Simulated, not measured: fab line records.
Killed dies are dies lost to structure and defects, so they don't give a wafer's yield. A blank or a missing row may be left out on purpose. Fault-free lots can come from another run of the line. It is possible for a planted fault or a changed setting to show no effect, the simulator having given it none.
fab line records	flow n5_finfet
[record] lots = 10	wafers = 30	last_day = 20
route steps=1938 shown BEOL_M0_SAQP@634 BEOL_M4@1111 PASSIVATION@1906
lots with no fault: from the same line, run without faults
start_h: hours from the record's opening day to when the first of the lot's shown wafers began	wait_h: how many hours have passed since the lot's step before this one	" as in the row above	L1.1+2: a row that stands for several wafers	- either no value or no given start	* or withheld: withheld	< > ~ a bound
route shown NAME@n: a module of which the file shows steps, and the number in the route of the first	usual: mean and standard deviation over wafers with no fault	same: alike in all rows	chamber/n: place in a boat	sites: each site's reading	_std_site: how widely they spread, as a standard deviation	_edge_site: the outer-site mean with the inner-site mean subtracted	radius_mm: for every site, how far away it sits from the centre of the wafer	mask NAME#n: copy n	behind: the most recent tool/chamber to have shaped the wafer	hold: what put the lot on hold/how long, in hours/how the hold closed	device: the n, p or np transistor that did not switch	end of line: the same wafers' tests at the end of the route	a step given without rows: its recipe and nothing more	killed: dies that structure and defects cost at the first sort, which is not the same as the wafer's yield	map: per-die view of a wafer (x killed, . not killed, _ where there is no die)
set.NAME: the setting that was run; set.NAME@STEP: the one run at that earlier step	model.NAME: the simulator's own value behind a step, which no gauge read
steps of the route over a sample of lots; a table a step, a row a wafer
services: a tool's chamber out of use, with start hour (start_h, from the record's first day; less than 0 if before it), hours out, and reason
[[steps]]
[step N5_BEOL_M0_SAQP_HM_DEP_02]
[recipe] material = TiN	target_thk_a = 120	temp_c = 25	chamber_pressure_pa = 0.49996
[usual] throttle_valve_pct = 29.7/1.2
lot.wafer	tool	chamber	start_h	wait_h	throttle_valve_pct
L726.1	pvd_sputter-02	-	140.56	0.0	29.7
L726.4	"	-	"	"	31.0
L726.6	"	-	"	"	31.1
L725.2	pvd_sputter-02	-	140.66	0.1	30.1
L725.4	"	-	"	"	31.1
L725.6	"	-	"	"	30.7
L727.1	pvd_sputter-02	-	140.86	0.0	30.9
L727.2	"	-	"	"	30.1
L727.5	"	-	"	"	30.1
L729.1	pvd_sputter-02	-	152.88	1.2	30.9
L729.2	"	-	"	"	27.1
L729.6	"	-	"	"	27.1
L730.1	pvd_sputter-03	-	154.75	0.1	30.9
L730.2	"	-	"	"	29.4
L730.5	"	-	"	"	29.6
L732.3	pvd_sputter-02	-	165.54	1.9	27.4
L732.5	"	-	"	"	27.4
L732.6	"	-	"	"	29.8
L733.1	pvd_sputter-02	-	170.46	1.6	30.2
L733.5	"	-	"	"	30.4
L733.6	"	-	"	"	30.3
L743.3	pvd_sputter-02	-	233.82	0.2	29.5
L743.5	"	-	"	"	27.3
L743.6	"	-	"	"	29.9
L747.1	pvd_sputter-01	-	246.12	1.0	28.6
L747.2	"	-	"	"	30.5
L747.6	"	-	"	"	30.4
L744.1	pvd_sputter-03	-	251.92	0.3	30.7
L744.2	"	-	"	"	29.1
L744.6	"	-	"	"	28.9
[step N5_BEOL_M4_RC_MEAS_101]
[usual] DIBL_N = 36.0/1.3	DIBL_P = 36.2/1.7	IOFF_N = 0.155/0.024	IOFF_P = 0.21/0.034	ION_N = 674/9	ION_P = 463/7.1	SS_N = 71.4/0.5	SS_P = 73.4/0.57	VT_N = 250.0/2.8	VT_P = -251/3.2
lot.wafer	tool	chamber	start_h	wait_h	DIBL_N[mV/V]	DIBL_P[mV/V]	IOFF_N[nA/um]	IOFF_P[nA/um]	ION_N[uA/um]	ION_P[uA/um]	SS_N[mV/dec]	SS_P[mV/dec]	VT_N[mV]	VT_P[mV]
L725.2	prober-01	0	244.66	0.3	35.0	35.0	0.125	0.17	663	455	71.2	73.1	253.3	-254
L725.4	"	0	"	"	37.0	37.2	0.158	0.20	673	454	72.1	73.6	252.0	-251
L725.6	"	0	"	"	36.8	37.1	0.155	0.20	667	458	71.5	73.3	248.5	-251
L726.1	prober-01	0	249.90	0.0	35.8	35.3	0.143	0.18	675	457	71.1	72.9	250.7	-252
L726.4	"	0	"	"	35.7	35.4	0.144	0.19	675	458	70.8	73.4	251.6	-252
L726.6	"	0	"	"	37.3	37.0	0.171	0.20	680	459	71.6	73.3	249.7	-251
L727.1	prober-02	0	252.50	0.0	35.3	33.8	0.133	0.19	674	466	71.6	72.8	251.5	-251
L727.2	"	0	"	"	37.4	36.0	0.164	0.22	681	467	71.4	73.2	247.7	-250
L727.5	"	0	"	"	35.4	33.4	0.134	0.19	665	463	71.7	73.0	251.1	-251
L730.1	prober-02	0	265.81	0.0	33.4	33.2	0.119	0.16	674	468	70.7	72.5	250.9	-252
L730.2	"	0	"	"	37.6	38.7	0.184	0.24	687	469	71.9	74.5	246.6	-245
L730.5	"	0	"	"	34.8	34.7	0.129	0.19	670	466	71.7	72.3	250.3	-252
L732.5	prober-02	0	276.11	0.6	35.0	35.7	0.144	0.18	667	452	71.4	73.0	251.3	-252
L732.6	"	0	"	"	35.2	36.4	0.153	0.19	678	462	70.7	74.2	250.9	-251
L733.5	prober-01	0	276.76	0.6	35.8	35.1	0.156	0.18	681	458	70.8	73.1	248.2	-255
L733.6	"	0	"	"	36.3	35.3	0.159	0.18	671	460	70.4	73.6	250.2	-255
L743.3	prober-01	0	327.52	0.3	36.7	36.2	0.164	0.24	680	473	72.1	73.5	250.9	-246
L743.5	"	0	"	"	37.5	37.5	0.180	0.26	683	476	72.1	74.1	251.2	-246
L743.6	"	0	"	"	36.4	36.1	0.156	0.23	680	472	72.2	73.3	250.9	-247
L729.1	prober-02	0	347.29	0.0	36.1	37.0	0.162	0.20	674	458	71.9	73.4	249.5	-251
L729.2	"	0	"	"	36.3	37.2	0.155	0.20	663	451	71.7	72.9	251.1	-254
L729.6	"	0	"	"	34.5	35.2	0.132	0.18	660	453	71.2	73.7	252.5	-254
L747.1	prober-01	0	347.71	0.0	35.7	34.9	0.135	0.20	676	464	70.9	73.0	251.9	-251
L747.2	"	0	"	"	34.8	34.3	0.120	0.19	668	464	71.0	72.4	255.6	-249
L747.6	"	0	"	"	34.3	34.5	0.121	0.19	664	464	70.4	72.5	253.3	-250
L744.1	prober-01	0	369.43	0.0	34.5	35.1	0.136	0.18	669	456	70.9	73.0	251.0	-253
L744.2	"	0	"	"	36.4	37.7	0.172	0.22	680	468	71.4	73.1	246.8	-251
L744.6	"	0	"	"	35.0	35.5	0.146	0.19	671	467	71.5	72.6	249.7	-251
[step N5_PASSIVATION_OVL_MEAS_63]
[recipe] points_per_wafer = 44
[usual] PAD_OVL = 1/5
lot.wafer	tool	chamber	start_h	wait_h	PAD_OVL[nm]
L725.2	overlay-02	0	336.71	0.0	-11
L725.4	"	0	"	"	-5
L725.6	"	0	"	"	-1
L726.1	overlay-02	0	341.65	0.0	0
L726.4	"	0	"	"	-5
L726.6	"	0	"	"	-3
L727.1	overlay-02	0	351.69	0.0	2
L727.2	"	0	"	"	2
L727.5	"	0	"	"	-3
L730.1	overlay-02	0	371.02	0.0	2
L730.2	"	0	"	"	2
L730.5	"	0	"	"	5
L733.5	overlay-01	0	375.32	0.0	-3
L733.6	"	0	"	"	-6
L732.5	overlay-01	0	381.82	0.0	1
L732.6	"	0	"	"	8
L743.3	overlay-01	0	430.13	0.0	6
L743.5	"	0	"	"	3
L743.6	"	0	"	"	6
L747.1	overlay-01	0	449.41	0.0	7
L747.2	"	0	"	"	9
L747.6	"	0	"	"	5
L729.1	overlay-02	0	459.67	0.0	3
L729.2	"	0	"	"	5
L729.6	"	0	"	"	2
L744.1	overlay-01	0	473.48	0.0	4
L744.2	"	0	"	"	-8
L744.6	"	0	"	"	3
[step N5_PASSIVATION_STRIP_34]
[recipe] chemistry = O2	power_w = 600	temp_c = 60	pressure_mtorr = 30	rf_frequency_hz = 6e+07	bias_power_w = 0	overash_fraction = 2	o2_flow_sccm = 225
[usual] drypump_motor_current_A = 5.8/0.4	oes_product_au = 0.83/0.094	rf_vpp_V = 3.6/1.5	showerhead_plenum_p_Torr = 2.08/0.037	temp_c = 60.01/0.12	throttle_valve_pct = 16.52/0.24
lot.wafer	tool	chamber	start_h	wait_h	drypump_motor_current_A	oes_product_au	rf_hours_counter_h	rf_vpp_V	showerhead_plenum_p_Torr	temp_c	throttle_valve_pct
L725.2	rie_diel-04	3	337.38	0.1	5.3	0.92	18	7.4	2.14	60.15	16.43
L725.4	"	1	"	"	5.4	0.91	9	3.4	2.14	60.08	16.22
L725.6	"	2	"	"	6.2	0.69	-	5.5	2.07	59.92	16.82
L726.1	rie_diel-04	2	342.38	0.2	6.3	0.69	244	4.1	2.07	59.99	16.85
L726.4	"	1	"	"	5.4	0.91	10	3.6	2.14	60.00	16.23
L726.6	"	3	"	"	5.4	0.92	-	1.0	2.14	60.04	16.40
L727.1	rie_diel-02	2	352.51	0.1	4.9	0.68	233	2.6	2.07	60.06	17.05
L727.2	"	1	"	"	5.7	0.68	244	4.8	2.06	60.13	16.82
L727.5	"	2	"	"	4.9	0.69	-	3.0	2.07	60.03	17.05
L730.1	rie_diel-04	0	371.69	0.1	6.0	0.86	39	1.4	2.05	60.01	16.26
L730.2	"	3	"	"	5.4	0.90	31	1.9	2.13	60.24	16.44
L730.5	"	3	"	"	5.3	0.91	-	4.4	2.13	60.07	16.45
L733.5	rie_diel-04	0	376.19	0.2	6.0	0.88	-	3.5	2.05	60.24	16.28
L733.6	"	1	"	"	5.3	0.90	-	3.2	2.13	60.12	16.23
L732.5	rie_diel-02	0	382.50	0.0	6.2	0.76	-	1.2	2.10	59.89	16.75
L732.6	"	1	"	"	5.7	0.69	-	5.8	2.05	60.07	16.83
L743.3	rie_diel-05	1	430.87	0.1	6.3	0.75	132	3.4	2.02	60.12	16.47
L743.5	"	2	"	"	5.7	0.89	-	0.9	2.06	59.88	16.27
L743.6	"	3	"	"	5.5	0.97	-	3.0	2.14	59.94	16.30
L747.1	rie_diel-02	1	450.07	0.1	5.7	0.94	12	4.4	2.05	59.89	16.37
L747.2	"	2	"	"	4.8	1.02	0	0.7	2.07	59.90	16.59
L747.6	"	1	"	"	5.7	0.95	-	4.1	2.05	59.90	16.40
L729.1	rie_diel-04	3	461.95	0.1	5.3	0.86	61	5.9	2.12	60.01	16.47
L729.2	"	1	"	"	5.4	0.86	56	6.0	2.12	60.12	16.30
L729.6	"	3	"	"	5.3	0.84	-	4.1	2.12	59.80	16.53
L744.1	rie_diel-04	0	474.14	0.1	6.0	0.82	79	4.2	2.03	59.94	16.37
L744.2	"	3	"	"	5.4	0.84	69	4.0	2.12	60.04	16.50
L744.6	"	0	"	"	6.0	0.79	-	5.8	2.03	59.95	16.39
[step N5_PASSIVATION_CD_MEAS_44]
[recipe] target_cd_nm = 40000	landing_energy_ev = 500	detector = se_inlens
[usual] cd_nm = 40000/3.2
lot.wafer	tool	chamber	start_h	wait_h	cd_nm
L725.2	cd_sem-03	0	338.53	-	40002
L725.4	"	0	"	"	39999
L725.6	"	0	"	"	39995
L726.1	cd_sem-03	0	343.66	-	40001
L726.4	"	0	"	"	40000
L726.6	"	0	"	"	40002
L727.1	cd_sem-02	0	353.68	-	40004
L727.2	"	0	"	"	40003
L727.5	"	0	"	"	40002
L730.1	cd_sem-03	0	372.74	-	40001
L730.2	"	0	"	"	40000
L730.5	"	0	"	"	40001
L733.5	cd_sem-02	0	377.62	-	40005
L733.6	"	0	"	"	40005
L732.5	cd_sem-02	0	384.06	-	40005
L732.6	"	0	"	"	40005
L743.3	cd_sem-01	0	432.04	-	39997
L743.5	"	0	"	"	39998
L743.6	"	0	"	"	39999
L747.1	cd_sem-02	0	451.12	-	39996
L747.2	"	0	"	"	39999
L747.6	"	0	"	"	39998
L729.1	cd_sem-02	0	463.12	-	39996
L729.2	"	0	"	"	39996
L729.6	"	0	"	"	39998
L744.1	cd_sem-02	0	475.31	-	39998
L744.2	"	0	"	"	39998
L744.6	"	0	"	"	39996
[step N5_PASSIVATION_PROBE_49]
[usual] defect_limited_yield = 90.8/1.7	killed_at_M0_to_M3 = 37/12	killed_at_M4_up = 15/5.6	killed_at_contacts = 13/6.9	killed_at_front_end = 40/11	killed_at_other = 4/3.2	killed_dies = 109/20	killed_on_rim = 14/4.3	killed_open = 73/15	killed_short = 35/8.3	sort_bin_5_function = 5.4/1.1	sort_bin_6_memory = 3.5/0.73	sort_n_pass = 1071/20	sort_yield_pct = 90.8/1.7
[same] gross_dies = 1180	killed_at_back_side = 0	sort_bin_4_leakage[%] = 0	sort_bin_8_speed[%] = 0
lot.wafer	tool	chamber	start_h	wait_h	defect_limited_yield[%]	killed_at_M0_to_M3	killed_at_M4_up	killed_at_contacts	killed_at_front_end	killed_at_other	killed_dies	killed_on_rim	killed_open	killed_short	sort_bin_5_function[%]	sort_bin_6_memory[%]	sort_n_pass	sort_yield_pct[%]
L725.2	prober-01	-	341.71	0.1	91.9	36	24	6	26	4	96	18	61	34	5.3	2.5	1084	91.9
L725.4	prober-01	-	341.81	0.2	93.2	23	22	8	26	1	80	10	60	18	4.1	2.6	1100	93.2
L725.6	prober-01	-	341.91	0.3	88.8	62	30	6	32	2	132	19	84	47	6.6	4.1	1048	88.8
L727.1	prober-02	-	356.98	0.0	93.8	21	12	9	30	1	73	10	46	27	3.4	2.5	1107	93.8
L727.2	prober-02	-	357.03	0.1	92.0	32	22	8	30	2	94	15	56	37	4.2	3.6	1086	92.0
L727.5	prober-02	-	357.18	0.2	93.6	21	13	12	29	1	76	6	54	22	3.8	2.2	1104	93.6
L733.1	prober-01	-	380.74	0.0	0	1097	15	4	64	0	1180	152	80	37	95.6	4.1	0	0
L733.5	prober-01	-	380.94	0.2	89.2	54	17	5	46	5	127	23	86	35	6.4	3.9	1053	89.2
L733.6	prober-01	-	380.99	0.3	89.7	47	19	7	46	2	121	18	84	36	5.1	4.4	1059	89.7
L732.3	prober-01	-	387.63	0.1	0	1096	12	8	62	2	1180	152	79	24	96.2	3.6	0	0
L732.5	prober-01	-	387.73	0.2	90.4	38	8	13	50	4	113	12	71	42	5.7	3.7	1067	90.4
L732.6	prober-01	-	387.78	0.3	91.5	26	9	8	53	4	100	10	61	37	5.4	2.8	1080	91.5
L743.3	prober-02	-	435.31	0.1	91.2	26	15	22	38	3	104	9	73	31	4.6	3.9	1076	91.2
L743.5	prober-02	-	435.41	0.2	90.4	35	19	8	50	1	113	18	71	42	4.7	4.4	1067	90.4
L743.6	prober-02	-	435.46	0.3	91.9	31	14	9	42	0	96	20	62	34	4.6	3.5	1084	91.9
L744.1	prober-02	-	478.44	0.0	90.1	34	16	16	46	5	117	17	73	41	6.5	2.9	1063	90.1
L744.2	prober-02	-	478.49	0.1	89.7	33	20	20	44	4	121	17	88	32	6.3	3.6	1059	89.7
L744.6	prober-02	-	478.69	0.3	91.3	23	18	10	44	8	103	17	70	32	6.0	2.4	1077	91.3
// killed by level:class
L725.2 BEOL_M4:geometric_particle:open=13 BEOL_M0_SAQP:geometric_particle:short=11 BEOL_M0_SAQP:geometric_particle:open=9 BEOL_M2:geometric_particle:open=6 DUMMY_GATE:geometric_particle:open=5 FIN_SAQP:geometric_particle:open=4 MOL_CONTACT_COAG:geometric_particle:open=4 STI_FIN_REVEAL:geometric_particle:open=3
L725.4 BEOL_M4:geometric_particle:open=12 MOL_CONTACT_COAG:geometric_particle:open=7 DUMMY_GATE:geometric_particle:open=6 BEOL_M0_SAQP:geometric_particle:open=5 BEOL_M3:geometric_particle:open=5 STI_FIN_REVEAL:geometric_particle:open=4 BEOL_M5:geometric_particle:open=4 BEOL_M0_SAQP:geometric_particle:short=4
L725.6 STI_FIN_REVEAL:geometric_particle:open=11 BEOL_M4:geometric_particle:open=11 BEOL_M0_SAQP:geometric_particle:open=9 BEOL_M0_SAQP:geometric_particle:short=8 BEOL_M2:geometric_particle:open=8 BEOL_M3:geometric_particle:open=8 FIN_SAQP:geometric_particle:open=7 BEOL_M0:geometric_particle:open=7
L727.1 FIN_SAQP:geometric_particle:open=9 FIN_SAQP:geometric_particle:short=9 MOL_CONTACT_COAG:geometric_particle:open=7 BEOL_M2:geometric_particle:open=4 STARTING-WAFER:geometric_particle:short=4 BEOL_M0_SAQP:geometric_particle:short=3 BEOL_M0_SAQP:geometric_particle:open=3 BEOL_M3:geometric_particle:open=3
L727.2 BEOL_M4:geometric_particle:open=12 BEOL_M0_SAQP:geometric_particle:short=8 BEOL_M1:geometric_particle:open=7 FIN_SAQP:geometric_particle:open=6 MOL_CONTACT_COAG:geometric_particle:open=6 BEOL_M2:geometric_particle:open=6 DUMMY_GATE:geometric_particle:open=5 FIN_SAQP:geometric_particle:short=4
L727.5 MOL_CONTACT_COAG:geometric_particle:open=10 BEOL_M4:geometric_particle:open=7 BEOL_M2:geometric_particle:open=7 DUMMY_GATE:geometric_particle:open=5 FIN_SAQP:geometric_particle:open=4 GATE_CUT:geometric_particle:short=4 BEOL_M0_SAQP:geometric_particle:open=4 STARTING-WAFER:geometric_particle:short=4
L733.1 BEOL_M0_SAQP:area_dep=1063 BEOL_M3:geometric_particle:open=18 STI_FIN_REVEAL:geometric_particle:open=17 FIN_SAQP:geometric_particle:short=15 FIN_SAQP:geometric_particle:open=9 DUMMY_GATE:geometric_particle:open=7 STI_FIN_REVEAL:geometric_particle:short=7 BEOL_M4:geometric_particle:open=6
L733.5 STI_FIN_REVEAL:geometric_particle:open=20 BEOL_M3:geometric_particle:open=13 BEOL_M2:geometric_particle:open=11 BEOL_M0_SAQP:geometric_particle:short=10 BEOL_M0_SAQP:geometric_particle:open=6 BEOL_M1:geometric_particle:open=6 BEOL_M4:geometric_particle:open=6 FIN_SAQP:geometric_particle:short=5
L733.6 BEOL_M2:geometric_particle:open=16 FIN_SAQP:geometric_particle:short=13 BEOL_M4:geometric_particle:open=13 FIN_SAQP:geometric_particle:open=12 BEOL_M0_SAQP:geometric_particle:open=9 STI_FIN_REVEAL:geometric_particle:open=6 MOL_CONTACT_COAG:geometric_particle:open=6 BEOL_M3:geometric_particle:open=5
L732.3 BEOL_M0_SAQP:area_dep=1076 FIN_SAQP:geometric_particle:open=24 FIN_SAQP:geometric_particle:short=10 STI_FIN_REVEAL:geometric_particle:open=9 MOL_CONTACT_COAG:geometric_particle:open=8 BEOL_M4:geometric_particle:open=6 BEOL_M2:geometric_particle:open=5 GATE_CUT:geometric_particle:short=5
L732.5 STI_FIN_REVEAL:geometric_particle:open=12 MOL_CONTACT_COAG:geometric_particle:open=10 BEOL_M3:geometric_particle:open=10 FIN_SAQP:geometric_particle:short=6 GATE_CUT:geometric_particle:short=6 BEOL_M0_SAQP:geometric_particle:short=6 FIN_SAQP:geometric_particle:open=5 STI_FIN_REVEAL:geometric_particle:short=5
L732.6 FIN_SAQP:geometric_particle:open=9 STI_FIN_REVEAL:geometric_particle:open=9 FIN_SAQP:geometric_particle:short=7 GATE_CUT:geometric_particle:short=6 MOL_CONTACT_COAG:geometric_particle:open=6 BEOL_M4:geometric_particle:open=5 BEOL_M2:geometric_particle:open=5 DUMMY_GATE:geometric_particle:open=4
L743.3 MOL_CONTACT_COAG:geometric_particle:open=18 FIN_SAQP:geometric_particle:open=9 FIN_SAQP:geometric_particle:short=8 BEOL_M1:geometric_particle:open=8 BEOL_M4:geometric_particle:open=7 STI_FIN_REVEAL:geometric_particle:open=6 BEOL_M2:geometric_particle:open=5 ILD0:geometric_particle:open=4
L743.5 FIN_SAQP:geometric_particle:short=12 STI_FIN_REVEAL:geometric_particle:open=12 FIN_SAQP:geometric_particle:open=11 BEOL_M0_SAQP:geometric_particle:open=10 BEOL_M0_SAQP:geometric_particle:short=9 BEOL_M4:geometric_particle:open=9 STI_FIN_REVEAL:geometric_particle:short=5 BEOL_M4:geometric_particle:short=5
L743.6 DUMMY_GATE:geometric_particle:open=10 STI_FIN_REVEAL:geometric_particle:open=9 BEOL_M0_SAQP:geometric_particle:short=8 BEOL_M0_SAQP:geometric_particle:open=8 MOL_CONTACT_COAG:geometric_particle:open=7 BEOL_M2:geometric_particle:open=7 FIN_SAQP:geometric_particle:open=4 FIN_SAQP:geometric_particle:short=4
L744.1 MOL_CONTACT_COAG:geometric_particle:open=11 FIN_SAQP:geometric_particle:short=10 STI_FIN_REVEAL:geometric_particle:open=8 FIN_SAQP:geometric_particle:open=7 BEOL_M3:geometric_particle:open=7 BEOL_M0_SAQP:geometric_particle:open=6 BEOL_M0_SAQP:geometric_particle:short=6 STARTING-WAFER:geometric_particle:open=6
L744.2 STI_FIN_REVEAL:geometric_particle:open=17 MOL_CONTACT_COAG:geometric_particle:open=15 BEOL_M2:geometric_particle:open=9 BEOL_M3:geometric_particle:open=7 BEOL_M4:geometric_particle:open=7 FIN_SAQP:geometric_particle:short=5 ILD0:geometric_particle:open=5 MOL_CONTACT_COAG:geometric_particle:short=5
L744.6 BEOL_M4:geometric_particle:open=11 STI_FIN_REVEAL:geometric_particle:open=10 MOL_CONTACT_COAG:geometric_particle:open=9 BEOL_M1:geometric_particle:open=8 FIN_SAQP:geometric_particle:open=6 STI_FIN_REVEAL:geometric_particle:short=6 FIN_SAQP:geometric_particle:short=5 MIM_TOP_ETCH:geometric_particle:open=5
[[services]]
tool	chamber	start_h	hours	kind
pvd_sputter-03	-	118.44	0.6	repair
rie_diel-04	1	137.43	26.9	repair
rie_diel-04	-	140.31	15.6	pm
pvd_sputter-02	-	143.09	2.5	repair
rie_diel-02	-	187.57	0.5	repair
rie_diel-05	1	217.15	4.6	repair
rie_diel-02	1	217.15	5.2	repair
rie_diel-04	3	230.56	7.6	repair
rie_diel-04	0	244.50	-	clean
rie_diel-04	2	263.68	2.8	repair
rie_diel-04	-	278.67	4.3	pm
rie_diel-05	1	302.74	4.3	repair
rie_diel-02	2	303.28	3.9	repair
rie_diel-02	2	364.20	19.8	repair
rie_diel-02	1	387.70	4.1	repair
rie_diel-04	3	393.95	5.8	repair
rie_diel-04	0	402.36	3.0	repair
pvd_sputter-03	-	415.65	1.7	repair
rie_diel-02	-	419.96	0.5	repair
rie_diel-02	-	438.94	0.8	repair
rie_diel-02	1	453.70	15.3	repair
rie_diel-02	-	455.48	15.6	pm
pvd_sputter-02	-	455.79	2.5	repair
rie_diel-04	2	460.06	16.1	repair
[[key]]
[first_sign] step = N5_PASSIVATION_PROBE_49	reading = killed_at_M0_to_M3	direction = up	sigmas = 88	usual = 37	struck = 1096
[effect] step = N5_PASSIVATION_PROBE_49	reading = sort_bin_5_function	direction = up	sigmas = 81	usual = 5.4	struck = 95.9
[more_kills_born_at] N5_BEOL_M0_SAQP_HM_DEP_02@pvd_sputter-02 = 2139
met_at N5_BEOL_M0_SAQP_HM_DEP_02
struck_lots L732,L733
struck_wafers L732.3,L733.1
later_rows_left_out L732.3,L733.1
not_acting_at N5_PASSIVATION_OVL_MEAS_63,N5_PASSIVATION_STRIP_34,N5_PASSIVATION_CD_MEAS_44
onset_between 152.88 165.54
[fault] kind = process_parameter_drift	tool = pvd_sputter-02	chamber = -	onset_h = 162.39	steps = N5_BEOL_M0_SAQP_HM_DEP_02	channel = target_thk_a	offset = *	shape = step	end_h = 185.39	scope = struck_wafers_only	acts_in = *	stated = *
// later_rows_left_out: the simulator's readings of these wafers behind a module that went badly wrong aren't trusted and aren't shown, but for the sort
